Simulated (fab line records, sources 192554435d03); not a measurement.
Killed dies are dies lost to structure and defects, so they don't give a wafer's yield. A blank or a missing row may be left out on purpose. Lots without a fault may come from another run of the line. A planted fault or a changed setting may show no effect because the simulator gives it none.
Which tool did it? | flow n5_finfet | 11 lots, 32 wafers sampled, at 2 steps of a route of 1938

WHAT THE GAUGES READ, wafer by wafer
N5_BEOL_M8_INSPECT_13: inspects for defects (brightfield). Usual: raw_defect_count 440, standard deviation 110.
lot  | measured     | on                | raw_defect_count | flag
L734 | day 9 20:41  | defect_inspect-02 | 527 372 635      |
L735 | day 10 07:33 | defect_inspect-01 | 533 462 449      |
L738 | day 10 20:50 | defect_inspect-02 | 521 458 518      |
L743 | day 11 13:47 | defect_inspect-01 | 321 310 382      |
L742 | day 11 15:36 | defect_inspect-01 | 389 424 476      |
L744 | day 12 00:40 | defect_inspect-01 | 333 349 386      |
L745 | day 12 03:55 | defect_inspect-02 | 375 340 439      |
L754 | day 15 05:24 | defect_inspect-02 | 421 453 614      |
L756 | day 15 12:29 | defect_inspect-01 | 383 322          |
L755 | day 15 14:01 | defect_inspect-01 | 395 454 351      |
L757 | day 15 18:02 | defect_inspect-01 | 433 237 426      |

N5_BEOL_M8_CD_MEAS_18: pitch 80 nm, target cd 40 nm. Usual: cd_nm 39.9 nm, standard deviation 0.56.
lot  | measured     | on        | cd_nm (nm)     | flag
L734 | day 9 21:12  | cd_sem-03 | 39.6 39.8 40.2 |
L735 | day 10 08:03 | cd_sem-03 | 39.9 40.2 40.8 |
L738 | day 10 22:57 | cd_sem-03 | 39.6 39.7 39.5 |
L743 | day 11 14:18 | cd_sem-01 | 40.3 39.3 40.1 |
L742 | day 11 16:31 | cd_sem-02 | 40.2 41.0 40.5 |
L744 | day 12 01:09 | cd_sem-02 | 40.1 40.2 40.6 |
L745 | day 12 04:37 | cd_sem-01 | 39.6 38.5 39.4 |
L754 | day 15 05:53 | cd_sem-03 | 39.8 39.5 39.2 |
L756 | day 15 13:11 | cd_sem-03 | 40.1 40.3      |
L755 | day 15 14:31 | cd_sem-02 | 40.2 39.1 40.7 |
L757 | day 15 18:32 | cd_sem-01 | 39.7 39.9 39.4 |

WHICH TOOL RAN EACH LOT (tool, then ch and the chambers of the sampled wafers, then the start)
The record holds no process step before these readings.

WHAT THE TOOLS THEMSELVES READ (means of the sampled wafers that have a number; where no wafer has one, the mark that the record gives instead)
The record holds no such reading with a usual standard deviation.

THE ANSWER, worked out from the rows above alone
Rule: a lot is off if the mean of its wafers that have a number lies more than 3 standard deviations from the usual mean. A lot without any number at a reading at which 4 lots or more have one is off too. The other lots that the step has rows for count as sound. The gauges are gone through in route order, then the tools' own readings, and for those a lot's mean is taken as printed above. The first step at which some lot is off is used, and at that step the reading that is off furthest; a lot without a number counts as furthest.
No lot is off at any reading shown: from this, nothing can be told.

WHAT THE SIMULATOR HAD PUT IN
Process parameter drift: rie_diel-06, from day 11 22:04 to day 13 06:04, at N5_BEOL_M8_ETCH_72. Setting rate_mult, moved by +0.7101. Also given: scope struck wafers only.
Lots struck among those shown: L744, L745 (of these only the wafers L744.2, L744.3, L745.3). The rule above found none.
